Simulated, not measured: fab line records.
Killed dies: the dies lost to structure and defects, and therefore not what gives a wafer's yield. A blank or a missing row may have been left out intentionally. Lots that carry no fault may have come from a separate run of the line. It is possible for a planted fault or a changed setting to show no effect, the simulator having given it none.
Split-lot experiment | flow n5-finfet | on a route of 1938 steps: 7 lots, 21 wafers read

== SPLIT DETAILS ==
At N5_BEOL_M7_ETCH_41 (etches SiCN in CH3F/O2, target depth 31.9 nm, time 57.8 s), the setting bias-w was moved away from the recipe's 75 W on 8 of the 21 wafers read, by -15.1% to +12.7%. For the rest of the wafers, this setting stayed at what the recipe calls for.

The split's own step is where the reading is taken.

== THE READING ==
rf-vpp-V, in V, at N5_BEOL_M7_ETCH_41 (etches SiCN in CH3F/O2, target depth 31.9 nm, time 57.8 s). Fault-free wafers of this fab line usually give 296.7 V, standard deviation 1.9 V.

wafer  | tool, chamber at the split | bias-w as run, W | against the recipe | rf-vpp-V, V | against lot-mates on the recipe
L076.2 | rie-diel-02, 3             | 75               | recipe             | 296.6       | -
L076.4 | rie-diel-02, 2             | 75               | recipe             | 295.1       | -
L076.6 | rie-diel-02, 3             | 63.67            | -15.1%             | 267.5       | -28.4
L081.2 | rie-diel-01, 3             | 75               | recipe             | 295.3       | -
L081.3 | rie-diel-01, 1             | 75               | recipe             | 297.7       | -
L081.5 | rie-diel-01, 1             | 70.65            | -5.8%              | 289.2       | -7.3
L083.2 | rie-diel-02, 2             | 70.75            | -5.7%              | 284.5       | -13.4
L083.5 | rie-diel-02, 0             | 75               | recipe             | 299.7       | -
L083.6 | rie-diel-02, 3             | 75               | recipe             | 296.2       | -
L084.1 | rie-diel-02, 3             | 84.56            | +12.7%             | 319.9       | +24.6
L084.2 | rie-diel-02, 1             | 75               | recipe             | 295.3       | -
L084.5 | rie-diel-02, 3             | 84.56            | +12.7%             | 322.3       | +27.0
L087.1 | rie-diel-01, 3             | 65.07            | -13.2%             | 269.7       | no lot-mate on the recipe
L087.4 | rie-diel-01, 2             | 65.07            | -13.2%             | 270.8       | no lot-mate on the recipe
L087.6 | rie-diel-01, 1             | 65.07            | -13.2%             | 273.3       | no lot-mate on the recipe
L097.2 | rie-diel-01, 3             | 75               | recipe             | 296.4       | -
L097.4 | rie-diel-01, 1             | 75               | recipe             | 299.9       | -
L097.6 | rie-diel-01, 3             | 75               | recipe             | 297.8       | -
L096.1 | rie-diel-02, 3             | 75               | recipe             | 296.7       | -
L096.5 | rie-diel-02, 1             | 75               | recipe             | 297.2       | -
L096.6 | rie-diel-02, 0             | 75               | recipe             | 298.9       | -

THE FIT
A straight line over all 21 wafers: rf-vpp-V changes by +1.92 V for each +1% of bias-w; r = +0.99; the points scatter about the line by 1.7 V.
The same after taking each lot's own level away (the mean of its wafers on the recipe; 18 wafers): +1.95 V for each +1%; r = +0.99; scatter 1.7 V.
Per that fit: largest bias-w move, reading shift of 29 V.
Across the lots, their own levels run from 295.30 to 298.03 V, a range of 1.4 times the standard deviation given above.
The two slopes agree, so the slope changes little with the lot-to-lot level.
Check: for one of the wafers moved furthest among these (-15.1%), held out of the fit, the line's prediction against its lot-mates is -29.7 V. Against them it came out at -28.4 V.
Tool readings at the split's step, against how far the setting was moved: rf-vpp-V r = +0.99.

== FURTHER SPLITS ON THESE WAFERS ==
Other splits were also applied to these wafers ahead of the reading. Each is held against what the fit with the lots' levels taken away leaves over:
other split on the same wafers    | wafers away from the commonest value | r with rf-vpp-V (lot level and that fit taken away)
N5_BEOL_M6_EXPOSE_08 dose-mj      | 7                                    | +0.15
N5_BEOL_M7_ILD_DEP_00 time-s      | 10                                   | -0.17
N5_BEOL_M7_HM_DEP_02 target-thk-a | 5                                    | +0.26

== THE FILE'S OWN FIT ==
rf-vpp-V changes by +1.92 V for each +1% of bias-w, r = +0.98.
